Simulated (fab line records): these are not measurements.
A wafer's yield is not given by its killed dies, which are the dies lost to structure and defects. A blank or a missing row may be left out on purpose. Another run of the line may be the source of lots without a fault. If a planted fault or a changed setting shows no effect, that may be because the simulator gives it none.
Split-lot study    flow n5-finfet    route with 1938 steps; 7 lots, 39 wafers read

THE SPLIT
At N5_BEOL_M4_TRENCH_ETCH_37 (etches SiOC in C4F6/O2, target depth 55.555 nm, time 29.2 s), the setting target-depth-a was moved away from the recipe's 555.55 angstrom on 12 of the 39 wafers read, by -56.1% to +46.7%. For the rest of the wafers, this setting stayed at what the recipe calls for.

FROM THE SPLIT TO THE READING: what the file shows between them, 8 steps
- N5_BEOL_M4_ETCH_41: etches SiCN in CH3F/O2, target depth 29.9 nm, time 52.5 s
- N5_BEOL_M4_STRIP_97: strips in N2/H2, time 10 s
- N5_BEOL_M4_OCD_MEAS_38
- N5_BEOL_M4_HM_STRIP_39: strips TiN in peroxide tin strip, target depth 25 nm, time 158 s
- N5_BEOL_M4_SRD_40: time 30 s
- N5_BEOL_M4_ECD_50: material Cu, target thk 300 nm
- N5_BEOL_M4_ANNEAL_51: time 90 s
- N5_BEOL_M4_CMP_52: polishes, stops on SiOC, t overpolish 6.8 s, target thk 40 nm

THE READING
M4_THK, in nm, at N5_BEOL_M4_THK_MEAS_53 (measures by xrf). Typical for fault-free wafers on this fab line: 41.2 nm, with standard deviation 1.3 nm.

wafer   tool, chamber at the split  target-depth-a as run, angstrom  against the recipe  M4_THK, nm  against lot-mates on the recipe
L079.2  rie-diel-02, 0              555.55                           recipe              40.5        -
L079.3  rie-diel-02, 3              555.55                           recipe              41.6        -
L079.5  rie-diel-02, 0              555.55                           recipe              42.7        -
L083.1  rie-diel-05, 2              555.55                           recipe              43.6        -
L083.2  rie-diel-05, 1              243.7                            -56.1%              9.1         -32.6
L083.3  rie-diel-05, 3              555.55                           recipe              40.1        -
L083.4  rie-diel-05, 0              243.7                            -56.1%              10.5        -31.2
L083.5  rie-diel-05, 3              555.55                           recipe              41.3        -
L083.6  rie-diel-05, 0              243.7                            -56.1%              10.9        -30.8
L084.1  rie-diel-05, 2              555.55                           recipe              40.2        -
L084.2  rie-diel-05, 0              814.9                            +46.7%              65.3        +25.2
L084.3  rie-diel-05, 1              555.55                           recipe              39.7        -
L084.4  rie-diel-05, 3              814.9                            +46.7%              67.2        +27.1
L084.5  rie-diel-05, 3              814.9                            +46.7%              66.1        +26.0
L084.6  rie-diel-05, 0              555.55                           recipe              40.3        -
L085.1  rie-diel-05, 2              467.8                            -15.8%              32.9        -7.8
L085.2  rie-diel-05, 1              467.8                            -15.8%              30.7        -10.0
L085.3  rie-diel-05, 0              555.55                           recipe              40.1        -
L085.4  rie-diel-05, 3              467.8                            -15.8%              33.5        -7.2
L085.5  rie-diel-05, 1              555.55                           recipe              40.8        -
L085.6  rie-diel-05, 0              555.55                           recipe              41.2        -
L088.1  rie-diel-05, 1              261.6                            -52.9%              9.8         -29.6
L088.2  rie-diel-05, 2              555.55                           recipe              40.6        -
L088.3  rie-diel-05, 0              555.55                           recipe              38.7        -
L088.4  rie-diel-05, 3              261.6                            -52.9%              9.8         -29.6
L088.5  rie-diel-05, 0              555.55                           recipe              38.9        -
L088.6  rie-diel-05, 1              261.6                            -52.9%              10.1        -29.3
L087.1  rie-diel-02, 1              555.55                           recipe              40.6        -
L087.2  rie-diel-02, 2              555.55                           recipe              41.2        -
L087.3  rie-diel-02, 0              555.55                           recipe              40.9        -
L087.4  rie-diel-02, 3              555.55                           recipe              42.7        -
L087.5  rie-diel-02, 1              555.55                           recipe              40.8        -
L087.6  rie-diel-02, 0              555.55                           recipe              40.4        -
L092.1  rie-diel-05, 0              555.55                           recipe              39.3        -
L092.2  rie-diel-05, 3              555.55                           recipe              41.3        -
L092.3  rie-diel-05, 2              555.55                           recipe              41.8        -
L092.4  rie-diel-05, 1              555.55                           recipe              40.7        -
L092.5  rie-diel-05, 0              555.55                           recipe              42.1        -
L092.6  rie-diel-05, 3              555.55                           recipe              41.6        -

FIT RESULTS
A straight line over all 39 wafers: M4_THK changes by +0.558 nm for each +1% of target-depth-a; r = +1.00; the points scatter about the line by 1.2 nm.
The same after taking each lot's own level away (the mean of its wafers on the recipe; 39 wafers): +0.559 nm for each +1%; r = +1.00; scatter 0.89 nm.
Per that fit: largest target-depth-a move, reading shift of 31 nm.
Measured against the standard deviation above, the lots' own levels, which go from 39.40 to 41.67 nm, span 1.7 times it.
Hence the lot-to-lot level has little effect on the slope; both slopes agree.
Check: with one of the wafers moved furthest among these (-56.1%) left out of the fit, the line predicts -31.2 nm for it against its lot-mates. Against them it came out at -32.6 nm.

THE WHOLE CHAIN: every reading that the file lists as answering this split, in the file's order
step                       what it does                                                   reading                                                                           change (the file's fit)                                                               r (the file's)
N5_BEOL_M4_TRENCH_ETCH_37  etches SiOC in C4F6/O2, target depth 55.555 nm, time 29.2 s    etch.depth-nm (the simulator's own value, which no gauge read)                    +0.558 nm for each +1% of the setting                                                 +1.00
N5_BEOL_M4_TRENCH_ETCH_37  etches SiOC in C4F6/O2, target depth 55.555 nm, time 29.2 s    BEOL_M4.feature-depth-nm (the simulator's own value, which no gauge read)         +0.558 nm for each +1% of the setting                                                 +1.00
N5_BEOL_M4_TRENCH_ETCH_37  etches SiOC in C4F6/O2, target depth 55.555 nm, time 29.2 s    TiN_of_BEOL_M4_HM_DEP_02.thk-nm (the simulator's own value, which no gauge read)  -0.0253 nm for each +1% of the setting                                                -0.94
N5_BEOL_M4_OCD_MEAS_38                                                                    trench-depth-nm                                                                   +0.557 nm for each +1% of the setting                                                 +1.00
N5_BEOL_M4_CMP_52          polishes, stops on SiOC, t overpolish 6.8 s, target thk 40 nm  Cu_of_BEOL_M4_ECD_50.thk-nm (the simulator's own value, which no gauge read)      +0.552 nm for each +1% of the setting                                                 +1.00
N5_BEOL_M4_THK_MEAS_53     measures by xrf                                                M4_THK                                                                            +0.559 for each +1% of the setting                                                    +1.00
N5_BEOL_M4_RS_MEAS_58      measures by four-point-probe                                   M4_RS                                                                             not straight: 4.563 at the lowest setting, 0.659 at the recipe, 0.360 at the highest  not given

FILE'S OWN FIT
M4_THK changes by +0.559 nm for each +1% of target-depth-a, r = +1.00.
